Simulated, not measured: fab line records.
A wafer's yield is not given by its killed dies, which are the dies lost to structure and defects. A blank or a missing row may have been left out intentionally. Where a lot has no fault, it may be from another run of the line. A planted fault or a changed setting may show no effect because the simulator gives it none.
Problem report in the 8D (eight disciplines) form, filled by code + flow n5-finfet + the parts of the form that need people (team, actions taken, sign-off) are left out

== 1. THE ISSUE ==
cd-nm at N5_HKMG_FIN_CD_MEAS_12 reads a mean of 110.0 nm on 6 wafers of 2 lots; wafers without a fault read 93.1 nm with a standard deviation of 0.62. That puts it +27 standard deviations away from the usual mean.
The step: target cd 92.8 nm.
The first sign was on wafer L688.1 at day 8 12:43, on cd-sem-02. The record holds 27 wafers of 9 lots with a number at this step. The rule behind "out" and "out of limits": a value lying over 4 standard deviations away from the usual mean. The rest of the wafers with a number are treated as sound.

== 2. WHAT IT IS, AND WHAT IT ISN'T ==
| question                    | is                     | is not                                                                    |
|-----------------------------|------------------------|---------------------------------------------------------------------------|
| which readings at this step | cd-nm                  | -                                                                         |
| which lots                  | L688, L690             | L673, L675, L678, L681, L683, L691, L694                                  |
| which wafers of those lots  | all that have a number | -                                                                         |
| read on which gauges        | cd-sem-02, cd-sem-03   | cd-sem-01                                                                 |
| when                        | from day 8 12:43       | up to then (15 sound wafers); but 6 sound wafers of L691, L694 came after |

== 3. WHAT RULES OUT EACH SUSPECT ==
Counting: a tool stays on the suspect list if, at a process step up to the reading, it processed all lots that are out and no sound lot following the first of them.
- the gauge at N5_HKMG_FIN_CD_MEAS_12: ruled out. The wafers that are out were read on 2 gauges (cd-sem-02, cd-sem-03).
- arfi-scanner-03 at N5_HKMG_FIN_EXPOSE_09 (exposes mask NWFM): kept. It ran every lot that is out, first L688 (day 8 12:35), and no sound lot after that; its last sound lot up to then is L681 (day 6 16:57). Its own readings are out on those wafers: exposure-dose-mJ-cm2.
Remaining after the count: arfi-scanner-03 at N5_HKMG_FIN_EXPOSE_09.

== 4. THE CAUSE (what the simulator had put in) ==
Process parameter drift: arfi-scanner-03, from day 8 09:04 on, at N5_HKMG_FIN_EXPOSE_09. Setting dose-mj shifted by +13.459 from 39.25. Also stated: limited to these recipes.
The count eliminated every tool but this one.

== 5. SEQUENCE OF EFFECTS, ordered by route ==
Each row: a reading whose mean over the struck wafers that have a number lies more than 3 standard deviations from the usual. Scope: only readings with a usual standard deviation given in the record; hours: median across lots of the time from each lot's start at the first step in this table that gives one to its start at this step; sigmas: change in usual standard deviations.
| hours | step                    | reading              | usual   | on struck wafers | change | sigmas      |
|-------|-------------------------|----------------------|---------|------------------|--------|-------------|
| 0     | N5_HKMG_FIN_EXPOSE_09   | exposure-dose-mJ-cm2 | 39.23   | 51.35            | +12.12 | +99 or more |
| 0     | N5_HKMG_FIN_CD_MEAS_12  | cd-nm                | 93.1 nm | 110.0            | +17.0  | +27         |
| 223   | N5_PASSIVATION_PROBE_49 | defect-limited-yield | 91.4 %  | 43.2             | -48.2  | -32         |
| 223   | N5_PASSIVATION_PROBE_49 | killed-at-front-end  | 39      | 605              | +566   | +44         |
| 223   | N5_PASSIVATION_PROBE_49 | killed-dies          | 102     | 670              | +568   | +33         |
| 223   | N5_PASSIVATION_PROBE_49 | killed-on-rim        | 13      | 138              | +125   | +33         |
| 223   | N5_PASSIVATION_PROBE_49 | sort-n-pass          | 1078    | 510              | -568   | -32         |
| 223   | N5_PASSIVATION_PROBE_49 | sort-yield-pct       | 91.3 %  | 43.2             | -48.1  | -32         |
Process steps it contains:
- N5_HKMG_FIN_EXPOSE_09: exposes mask NWFM.
- N5_PASSIVATION_PROBE_49
Later steps that measure or inspect, where all struck wafers having a row at the step show a number for every such reading and not one has moved that far: N5_BEOL_M4_RC_MEAS_101.

== 6. WHAT WOULD HAVE CAUGHT IT SOONER ==
The first out-of-limits reading at a measuring or inspecting step in this record came at day 8 12:43, 4 hours after the fault's start at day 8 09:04.
The tool's own readings at N5_HKMG_FIN_EXPOSE_09 were out on every struck wafer that the step has a row for (exposure-dose-mJ-cm2): an alarm limit on them would have fired on the first of those.
Of the lots that are out (2), L690 began N5_HKMG_FIN_EXPOSE_09 on arfi-scanner-03 after day 8 12:43. It would have been spared by a hold on the tool at that moment.
